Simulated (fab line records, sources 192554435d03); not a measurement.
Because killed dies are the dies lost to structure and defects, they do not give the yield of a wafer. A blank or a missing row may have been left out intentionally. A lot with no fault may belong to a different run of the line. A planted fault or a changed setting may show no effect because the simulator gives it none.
Lot-split experiment + flow n5-finfet + route with 1938 steps; 7 lots, 39 wafers read

ABOUT THE SPLIT
At N5_BEOL_M12_SPUTTER_43 (material TaN, target thk 15 nm, time 24.19 s), the setting target-thk-a was moved away from the recipe's 150 angstrom on 12 of the 39 wafers read, by -42.4% to +29.6%. The other wafers ran this setting at the recipe's value.

FROM THE SPLIT TO THE READING: what the file shows between them, 4 steps
- N5_BEOL_M12_SPUTTER_44: material Ta, target thk 10 nm, time 16.13 s
- N5_BEOL_M12_SPUTTER_45: material Cu, target thk 80 nm, time 13.33 s
- N5_BEOL_M12_ECD_47: material Cu, target thk 720 nm
- N5_BEOL_M12_ANNEAL_48: time 90 s

THE READING
barrier-field-endpoint-s, in s, at N5_BEOL_M12_CMP_49 (polishes, stops on SiOC, t overpolish 20.6 s, target thk 320 nm). On this fab line, fault-free wafers typically give 30.3 s with a standard deviation of 1.1 s.

| wafer  | tool, chamber at the split | target-thk-a as run, angstrom | against the recipe | barrier-field-endpoint-s, s | against lot-mates on the recipe |
|--------|----------------------------|-------------------------------|--------------------|-----------------------------|---------------------------------|
| L074.2 | pvd-sputter-01, -          | 150                           | recipe             | 28.5                        | -                               |
| L074.3 | pvd-sputter-01, -          | 150                           | recipe             | 31.2                        | -                               |
| L074.6 | pvd-sputter-01, -          | 150                           | recipe             | 28.4                        | -                               |
| L075.4 | pvd-sputter-03, -          | 194.4                         | +29.6%             | 34.8                        | +5.4                            |
| L075.3 | pvd-sputter-03, -          | 150                           | recipe             | 29.4                        | -                               |
| L075.1 | pvd-sputter-03, -          | 150                           | recipe             | 29.7                        | -                               |
| L075.2 | pvd-sputter-03, -          | 194.4                         | +29.6%             | 35.1                        | +5.7                            |
| L075.6 | pvd-sputter-03, -          | 194.4                         | +29.6%             | 35.5                        | +6.1                            |
| L075.5 | pvd-sputter-03, -          | 150                           | recipe             | 29.0                        | -                               |
| L082.3 | pvd-sputter-02, -          | 150                           | recipe             | 30.7                        | -                               |
| L082.1 | pvd-sputter-02, -          | 86.34                         | -42.4%             | 21.6                        | -9.3                            |
| L082.2 | pvd-sputter-02, -          | 150                           | recipe             | 30.9                        | -                               |
| L082.4 | pvd-sputter-02, -          | 150                           | recipe             | 31.0                        | -                               |
| L082.5 | pvd-sputter-02, -          | 86.34                         | -42.4%             | 22.7                        | -8.2                            |
| L082.6 | pvd-sputter-02, -          | 86.34                         | -42.4%             | 21.3                        | -9.6                            |
| L084.4 | pvd-sputter-02, -          | 150                           | recipe             | 31.2                        | -                               |
| L084.1 | pvd-sputter-02, -          | 88.27                         | -41.2%             | 21.9                        | -7.8                            |
| L084.2 | pvd-sputter-02, -          | 88.27                         | -41.2%             | 23.7                        | -6.0                            |
| L084.3 | pvd-sputter-02, -          | 150                           | recipe             | 28.7                        | -                               |
| L084.6 | pvd-sputter-02, -          | 88.27                         | -41.2%             | 23.2                        | -6.5                            |
| L084.5 | pvd-sputter-02, -          | 150                           | recipe             | 29.2                        | -                               |
| L087.1 | pvd-sputter-03, -          | 150                           | recipe             | 31.6                        | -                               |
| L087.4 | pvd-sputter-03, -          | 150                           | recipe             | 30.8                        | -                               |
| L087.2 | pvd-sputter-03, -          | 150                           | recipe             | 30.5                        | -                               |
| L087.3 | pvd-sputter-03, -          | 150                           | recipe             | 30.8                        | -                               |
| L087.6 | pvd-sputter-03, -          | 150                           | recipe             | 31.0                        | -                               |
| L087.5 | pvd-sputter-03, -          | 150                           | recipe             | 30.4                        | -                               |
| L090.4 | pvd-sputter-02, -          | 150                           | recipe             | 27.7                        | -                               |
| L090.2 | pvd-sputter-02, -          | 150                           | recipe             | 30.5                        | -                               |
| L090.1 | pvd-sputter-02, -          | 150                           | recipe             | 29.7                        | -                               |
| L090.3 | pvd-sputter-02, -          | 150                           | recipe             | 30.1                        | -                               |
| L090.6 | pvd-sputter-02, -          | 150                           | recipe             | 28.7                        | -                               |
| L090.5 | pvd-sputter-02, -          | 150                           | recipe             | 30.5                        | -                               |
| L093.4 | pvd-sputter-02, -          | 96.05                         | -36.0%             | 22.9                        | -8.8                            |
| L093.3 | pvd-sputter-02, -          | 150                           | recipe             | 31.3                        | -                               |
| L093.2 | pvd-sputter-02, -          | 150                           | recipe             | 32.6                        | -                               |
| L093.1 | pvd-sputter-02, -          | 150                           | recipe             | 31.3                        | -                               |
| L093.5 | pvd-sputter-02, -          | 96.05                         | -36.0%             | 22.7                        | -9.0                            |
| L093.6 | pvd-sputter-02, -          | 96.05                         | -36.0%             | 24.9                        | -6.8                            |

FIT RESULTS
A straight line over all 39 wafers: barrier-field-endpoint-s changes by +0.182 s for each +1% of target-thk-a; r = +0.96; the points scatter about the line by 1.1 s.
The same after taking each lot's own level away (the mean of its wafers on the recipe; 39 wafers): +0.199 s for each +1%; r = +0.97; scatter 0.95 s.
That fit puts the effect of the largest move of target-thk-a on the reading at 8.4 s.
From 29.37 to 31.73 s: that is the span of the lots' own levels, equal to 2.2 times the standard deviation above.
So the lot-to-lot level changes the slope little: the two slopes agree.
Check: for one of the wafers moved furthest among these (-42.4%), held out of the fit, the line's prediction against its lot-mates is -8.36 s. Against them it came out at -9.27 s.

THE WHOLE CHAIN: every reading that the file lists as answering this split, in the file's order
| step                   | what it does                                                    | reading                                                                            | change (the file's fit)               | r (the file's) |
|------------------------|-----------------------------------------------------------------|------------------------------------------------------------------------------------|---------------------------------------|----------------|
| N5_BEOL_M12_SPUTTER_43 | material TaN, target thk 15 nm, time 24.19 s                    | TaN_of_BEOL_M12_SPUTTER_43.thk-nm (the simulator's own value, which no gauge read) | +0.152 nm for each +1% of the setting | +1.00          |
| N5_BEOL_M12_CMP_49     | polishes, stops on SiOC, t overpolish 20.6 s, target thk 320 nm | barrier-field-endpoint-s                                                           | +0.199 s for each +1% of the setting  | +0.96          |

THE FILE'S OWN FIT
barrier-field-endpoint-s changes by +0.199 s for each +1% of target-thk-a, r = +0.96.
